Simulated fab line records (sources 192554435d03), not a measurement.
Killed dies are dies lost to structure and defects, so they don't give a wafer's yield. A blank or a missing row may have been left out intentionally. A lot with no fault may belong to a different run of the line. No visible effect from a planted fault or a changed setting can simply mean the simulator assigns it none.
The same fault as seen by 2 desks / flow n5_finfet / what lay behind the numbers comes last; until then each desk has only its own

## METROLOGY DESK
What the gauges read for every lot (on any tool): the sampled wafers with a number, averaged. If a lot's mean is further than 4 standard deviations from the usual mean, the lot is out of limits and carries the mark OUT (the distance appears in the brackets).
Columns: A = M15_OVL at N5_BEOL_M15_OVL_MEAS_29, usual -1 nm; B = M15_RS at N5_BEOL_M15_RS_MEAS_54, usual 0.0217 ohm/sq
lot=L295; first seen here=day 12 08:49; A=2; B=0.0218
lot=L298; first seen here=day 12 22:28; A=-2; B=0.0216
lot=L296; first seen here=day 13 02:36; A=-0; B=0.0218
lot=L301; first seen here=day 13 15:51; A=-5; B=0.0215
lot=L299; first seen here=day 13 19:46; A=-7; B=0.0214
lot=L302; first seen here=day 13 23:56; A=-4; B=0.0217
lot=L304; first seen here=day 14 05:38; A=-2; B=0.0218
lot=L306; first seen here=day 14 19:43; A=-3; B=0.0218
lot=L308; first seen here=day 15 16:33; A=3; B=0.0220
lot=L315; first seen here=day 17 18:14; A=-2; B=0.0211
lot=L317; first seen here=day 17 21:11; A=4; B=0.0221
Finding of this desk: none of the 11 lots has anything out of limits.

## DESK OF THE TOOL OWNER: pvd_sputter-03
The tool's own readings at N5_BEOL_M2_SPUTTER_81 (material Cu, target thk 4.5 nm, time 8.29 s): means of the sampled wafers that have a number, for each lot that ran on this tool. If a lot's mean is further than 4 standard deviations from the usual mean, the lot is out of limits and carries the mark OUT (the distance appears in the brackets).
Columns: A = throttle_valve_pct at N5_BEOL_M2_SPUTTER_81, usual 29.8 %
lot=L295; first seen here=day 7 03:21; A=30.7
lot=L296; first seen here=day 8 02:53; A=30.9
lot=L301; first seen here=day 8 11:28; A=30.2
lot=L304; first seen here=day 9 09:08; A=30.3
lot=L315; first seen here=day 12 05:40; A=30.5
lot=L317; first seen here=day 12 19:10; A=30.9
Finding of this desk: none of the 6 lots has anything out of limits.

## BROUGHT TOGETHER
Nothing out of limits was seen by the metrology desk.
The desk of the tool owner found nothing out of limits.

## WHAT THE SIMULATOR HAD PUT IN
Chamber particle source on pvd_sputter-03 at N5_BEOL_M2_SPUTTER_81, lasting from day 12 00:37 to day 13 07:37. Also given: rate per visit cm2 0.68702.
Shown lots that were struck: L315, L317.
